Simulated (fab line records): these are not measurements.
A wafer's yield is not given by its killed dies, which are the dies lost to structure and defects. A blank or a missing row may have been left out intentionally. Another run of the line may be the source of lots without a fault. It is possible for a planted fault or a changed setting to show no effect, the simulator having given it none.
Matching of chambers :: flow nand harc :: NHARC_A_BONDPAD_ETCH_12 on rie diel-03: 4 sister chambers
The step etches the open film in CHF3/O2, target depth 220 nm, time 110 s. 18 wafers are shown with their chamber, then 9 later ones without.

== EACH WAFER AND ITS CHAMBER ==
wafer: L480.2
chamber: 2
drypump motor current A (A): 5.0
rf vpp V (V): 368.6
oes product au (a.u.): 0.971

wafer: L480.3
chamber: 3
drypump motor current A (A): 5.2
rf vpp V (V): 372.9
oes product au (a.u.): 0.969

wafer: L480.6
chamber: 2
drypump motor current A (A): 5.0
rf vpp V (V): 369.3
oes product au (a.u.): 0.979

wafer: L479.1
chamber: 2
drypump motor current A (A): 5.1
rf vpp V (V): 368.5
oes product au (a.u.): 0.973

wafer: L479.3
chamber: 1
drypump motor current A (A): 4.8
rf vpp V (V): 371.5
oes product au (a.u.): 0.948

wafer: L479.6
chamber: 0
drypump motor current A (A): 6.5
rf vpp V (V): 374.2
oes product au (a.u.): 0.929

wafer: L484.1
chamber: 1
drypump motor current A (A): 4.8
rf vpp V (V): 374.1
oes product au (a.u.): 0.975

wafer: L484.4
chamber: 3
drypump motor current A (A): 5.2
rf vpp V (V): 372.5
oes product au (a.u.): 0.939

wafer: L484.6
chamber: 1
drypump motor current A (A): 4.8
rf vpp V (V): 372.5
oes product au (a.u.): 0.966

wafer: L485.2
chamber: 0
drypump motor current A (A): 6.5
rf vpp V (V): 374.3
oes product au (a.u.): 0.936

wafer: L485.4
chamber: 3
drypump motor current A (A): 5.2
rf vpp V (V): 374.2
oes product au (a.u.): 0.931

wafer: L485.6
chamber: 3
drypump motor current A (A): 5.2
rf vpp V (V): 373.6
oes product au (a.u.): 0.931

wafer: L490.3
chamber: 2
drypump motor current A (A): 5.0
rf vpp V (V): 367.9
oes product au (a.u.): 0.968

wafer: L490.4
chamber: 1
drypump motor current A (A): 4.8
rf vpp V (V): 371.7
oes product au (a.u.): 0.963

wafer: L490.5
chamber: 0
drypump motor current A (A): 6.6
rf vpp V (V): 374.0
oes product au (a.u.): 0.953

wafer: L489.3
chamber: 2
drypump motor current A (A): 5.0
rf vpp V (V): 370.5
oes product au (a.u.): 0.943

wafer: L489.5
chamber: 2
drypump motor current A (A): 5.0
rf vpp V (V): 369.6
oes product au (a.u.): 0.962

wafer: L489.6
chamber: 1
drypump motor current A (A): 4.8
rf vpp V (V): 372.5
oes product au (a.u.): 0.942

SIGNATURES, as means of the wafers listed above
reading: drypump motor current A
chamber 0: 6.533
chamber 1: 4.800
chamber 2: 5.017
chamber 3: 5.200
scatter within a chamber: 0.0327

reading: rf vpp V
chamber 0: 374.167
chamber 1: 372.460
chamber 2: 369.067
chamber 3: 373.300
scatter within a chamber: 0.855

reading: oes product au
chamber 0: 0.93933
chamber 1: 0.95880
chamber 2: 0.96600
chamber 3: 0.94250
scatter within a chamber: 0.0142
Rule: distance of a wafer from a chamber = root of the sum over the readings of ((wafer's reading minus chamber's mean) / reading's scatter) squared. If the next closest chamber is less than 2 further off than the closest, the wafer can't be placed; otherwise it belongs to the closest. The scatter is the square root of a quotient: the sum, over the shown wafers, of each reading's squared deviation from its chamber's mean, divided by wafers minus chambers.

== WAFERS WHOSE CHAMBER IS MISSING ==
wafer: L488.1
drypump motor current A (A): 5.0
rf vpp V (V): 368.4
oes product au (a.u.): 0.955

wafer: L488.3
drypump motor current A (A): 4.8
rf vpp V (V): 372.7
oes product au (a.u.): 0.947

wafer: L488.6
drypump motor current A (A): 6.5
rf vpp V (V): 373.5
oes product au (a.u.): 0.928

wafer: L492.1
drypump motor current A (A): 4.8
rf vpp V (V): 372.7
oes product au (a.u.): 0.942

wafer: L492.2
drypump motor current A (A): 5.1
rf vpp V (V): 369.4
oes product au (a.u.): 0.957

wafer: L492.6
drypump motor current A (A): 6.6
rf vpp V (V): 373.4
oes product au (a.u.): 0.960

wafer: L496.1
drypump motor current A (A): 5.0
rf vpp V (V): 368.4
oes product au (a.u.): 0.940

wafer: L496.3
drypump motor current A (A): 4.8
rf vpp V (V): 371.1
oes product au (a.u.): 0.927

wafer: L496.4
drypump motor current A (A): 6.6
rf vpp V (V): 373.6
oes product au (a.u.): 0.863

== WHICH CHAMBER EACH WENT THROUGH ==
wafer: L488.1
from the rows above: 2
in truth: 2

wafer: L488.3
from the rows above: 1
in truth: 1

wafer: L488.6
from the rows above: 0
in truth: 0

wafer: L492.1
from the rows above: 1
in truth: 1

wafer: L492.2
from the rows above: 2
in truth: 2

wafer: L492.6
from the rows above: 0
in truth: 0

wafer: L496.1
from the rows above: 2
in truth: 2

wafer: L496.3
from the rows above: 1
in truth: 1

wafer: L496.4
from the rows above: 0
in truth: 0
Placed correctly: 9 of 9. Left unplaced by these rows: 0. 0 placed wrongly.
